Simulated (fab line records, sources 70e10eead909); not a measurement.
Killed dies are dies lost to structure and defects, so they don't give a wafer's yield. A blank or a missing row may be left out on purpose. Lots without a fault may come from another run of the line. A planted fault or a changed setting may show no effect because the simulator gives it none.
Chamber matching | flow nand_harc | NHARC_A_STAIRCASE_DESCUM_252 on rie_diel-05: 4 sister chambers
The step chemistry O2, time 3 s. 4 wafers are shown with their chamber, then 7 later ones without.

WAFERS WITH THEIR CHAMBER
wafer  | chamber | showerhead_plenum_p_Torr (Torr)
L077.5 | 0       | 1.83
L079.1 | 2       | 1.87
L090.2 | 1       | 2.01
L090.3 | 3       | 1.84

WAFERS WITHOUT THEIR CHAMBER
wafer  | showerhead_plenum_p_Torr (Torr)
L090.6 | 1.86
L092.3 | 1.86
L092.5 | 1.84
L092.6 | 1.86
L094.2 | 1.82
L094.3 | 2.01
L094.5 | 1.82

WHICH CHAMBER EACH WENT THROUGH
wafer  | from the rows above     | in truth
L090.6 | can't be placed: 2 or 3 | 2
L092.3 | can't be placed: 2 or 3 | 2
L092.5 | can't be placed: 3 or 0 | 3
L092.6 | can't be placed: 2 or 3 | 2
L094.2 | can't be placed: 0 or 3 | 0
L094.3 | 1                       | 1
L094.5 | can't be placed: 0 or 3 | 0
Placed correctly: 1 of 7. Can't be placed from these rows: 6 (the true chamber is among the candidates in 6). Placed wrongly: 0.
How it was worked out, from the rows above alone: a wafer's distance from a chamber is the root of the sum, over the readings, of the square of ((its reading less the chamber's mean) divided by the reading's scatter). The wafer belongs to the nearest chamber; if the next one is less than 2 further off, it can't be placed. A chamber's mean is the mean of its shown wafers. The scatter: with one shown wafer a chamber, the root of the mean of the squares of how far each hidden wafer lies from its nearest shown one.
